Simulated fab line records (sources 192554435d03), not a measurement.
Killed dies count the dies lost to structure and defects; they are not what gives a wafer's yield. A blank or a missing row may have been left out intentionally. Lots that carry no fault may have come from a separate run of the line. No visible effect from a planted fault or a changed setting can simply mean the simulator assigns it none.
Matching of chambers    flow n5_finfet    rie_diel-03 running N5_BEOL_M1_STRIP_36: 4 sister chambers
The step strips in N2/H2. 20 wafers are shown with their chamber, then 10 later ones without.

EACH WAFER AND ITS CHAMBER
wafer   chamber  showerhead_plenum_p_Torr (Torr)  drypump_motor_current_A (A)  throttle_valve_pct (%)
L074.1  3        2.62                             6.3                          23.3
L074.4  2        2.40                             5.5                          23.8
L074.5  3        2.62                             6.2                          23.3
L075.4  0        2.58                             5.0                          23.2
L075.5  2        2.40                             5.5                          23.8
L075.6  3        2.62                             6.3                          23.3
L077.1  0        2.58                             5.0                          23.2
L077.2  1        2.54                             5.3                          23.5
L077.4  2        2.40                             5.5                          23.7
L078.1  2        2.40                             5.5                          23.8
L078.4  0        2.58                             5.0                          23.2
L078.6  1        2.54                             5.3                          23.5
L079.1  0        2.57                             5.1                          23.2
L079.3  3        2.62                             6.2                          23.3
L079.6  1        2.54                             5.3                          23.5
L080.3  1        2.53                             5.3                          23.5
L080.4  3        2.62                             6.3                          23.3
L080.5  0        2.57                             5.0                          23.2
L086.1  3        2.61                             6.2                          23.3
L086.3  0        2.57                             5.0                          23.2

SIGNATURES (means of the wafers above)
reading                   chamber 0  chamber 1  chamber 2  chamber 3  scatter within a chamber
showerhead_plenum_p_Torr  2.5750     2.5375     2.4000     2.6183     0.00439
drypump_motor_current_A   5.017      5.300      5.500      6.250      0.0382
throttle_valve_pct        23.200     23.500     23.775     23.300     0.0217
Rule: for a wafer and a chamber, the distance is found by dividing, reading by reading, the gap between the wafer's reading and the chamber's mean by the reading's scatter, squaring, summing and taking the root. If the next closest chamber is less than 2 further off than the closest, the wafer can't be placed; otherwise it belongs to the closest. The scatter: take each reading less its chamber's mean, square it, sum over the shown wafers, divide by the number of wafers less the number of chambers, and take the root.

WAFERS WITHOUT THEIR CHAMBER
wafer   showerhead_plenum_p_Torr (Torr)  drypump_motor_current_A (A)  throttle_valve_pct (%)
L086.5  2.39                             5.5                          23.8
L087.1  2.53                             5.3                          23.5
L087.5  2.57                             5.0                          23.3
L087.6  2.53                             5.3                          23.5
L092.1  2.56                             5.0                          23.2
L092.2  2.39                             5.5                          23.8
L092.3  2.61                             6.2                          23.3
L096.2  2.61                             6.2                          23.3
L096.4  2.39                             5.5                          23.8
L096.6  2.52                             5.3                          23.5

EACH ONE'S CHAMBER
wafer   from the rows above  in truth
L086.5  2                    2
L087.1  1                    1
L087.5  0                    0
L087.6  1                    1
L092.1  0                    0
L092.2  2                    2
L092.3  3                    3
L096.2  3                    3
L096.4  2                    2
L096.6  1                    1
Correct placement for 10 of the 10. Not placeable from these rows: 0. Number placed wrongly: 0.
